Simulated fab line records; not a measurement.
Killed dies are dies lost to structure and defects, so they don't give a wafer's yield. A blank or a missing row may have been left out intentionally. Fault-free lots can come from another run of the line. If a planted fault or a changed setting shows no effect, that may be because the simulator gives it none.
Matching of chambers || flow n5-finfet || 4 sister chambers for N5_FIN_CUT_DESCUM_13 on rie-diel-06
The step chemistry O2, time 7 s. 8 wafers are shown with their chamber, then 7 later ones without.

## WAFERS PAIRED WITH THEIR CHAMBERS
{"wafer": "L079.2", "chamber": 2, "showerhead-plenum-p-Torr (Torr)": 2.06, "throttle-valve-pct (%)": 20.31}
{"wafer": "L079.5", "chamber": 1, "showerhead-plenum-p-Torr (Torr)": 2.09, "throttle-valve-pct (%)": 20.41}
{"wafer": "L082.4", "chamber": 0, "showerhead-plenum-p-Torr (Torr)": 2.01, "throttle-valve-pct (%)": 20.53}
{"wafer": "L083.1", "chamber": 0, "showerhead-plenum-p-Torr (Torr)": 2.01, "throttle-valve-pct (%)": 20.56}
{"wafer": "L089.4", "chamber": 3, "showerhead-plenum-p-Torr (Torr)": 2.20, "throttle-valve-pct (%)": 20.29}
{"wafer": "L089.5", "chamber": 2, "showerhead-plenum-p-Torr (Torr)": 2.06, "throttle-valve-pct (%)": 19.92}
{"wafer": "L091.3", "chamber": 1, "showerhead-plenum-p-Torr (Torr)": 2.08, "throttle-valve-pct (%)": 20.43}
{"wafer": "L091.5", "chamber": 3, "showerhead-plenum-p-Torr (Torr)": 2.20, "throttle-valve-pct (%)": 20.29}

## WAFERS WITHOUT THEIR CHAMBER
{"wafer": "L091.6", "showerhead-plenum-p-Torr (Torr)": 2.06, "throttle-valve-pct (%)": 19.93}
{"wafer": "L094.3", "showerhead-plenum-p-Torr (Torr)": 2.20, "throttle-valve-pct (%)": 20.30}
{"wafer": "L094.5", "showerhead-plenum-p-Torr (Torr)": 2.05, "throttle-valve-pct (%)": 19.94}
{"wafer": "L094.6", "showerhead-plenum-p-Torr (Torr)": 2.08, "throttle-valve-pct (%)": 20.46}
{"wafer": "L097.1", "showerhead-plenum-p-Torr (Torr)": 2.05, "throttle-valve-pct (%)": 19.96}
{"wafer": "L097.3", "showerhead-plenum-p-Torr (Torr)": 2.20, "throttle-valve-pct (%)": 20.31}
{"wafer": "L097.6", "showerhead-plenum-p-Torr (Torr)": 2.20, "throttle-valve-pct (%)": 20.29}

## THE CHAMBER EACH PASSED THROUGH
{"wafer": "L091.6", "from the rows above": 2, "in truth": 2}
{"wafer": "L094.3", "from the rows above": 3, "in truth": 3}
{"wafer": "L094.5", "from the rows above": 2, "in truth": 2}
{"wafer": "L094.6", "from the rows above": 1, "in truth": 1}
{"wafer": "L097.1", "from the rows above": 2, "in truth": 2}
{"wafer": "L097.3", "from the rows above": 3, "in truth": 3}
{"wafer": "L097.6", "from the rows above": 3, "in truth": 3}
7 of 7 placed correctly. Not placeable from these rows: 0. Wrongly placed: 0.
How it was worked out, from the rows above alone: a wafer's distance from a chamber is the root of the sum, over the readings, of the square of ((its reading less the chamber's mean) divided by the reading's scatter). If the next closest chamber is less than 2 further off than the closest, the wafer can't be placed; otherwise it belongs to the closest. The mean given for a chamber averages the wafers shown for that chamber. The scatter: the root of (the sum of the squares of (reading less its chamber's mean) over the shown wafers, divided by (wafers less chambers)).
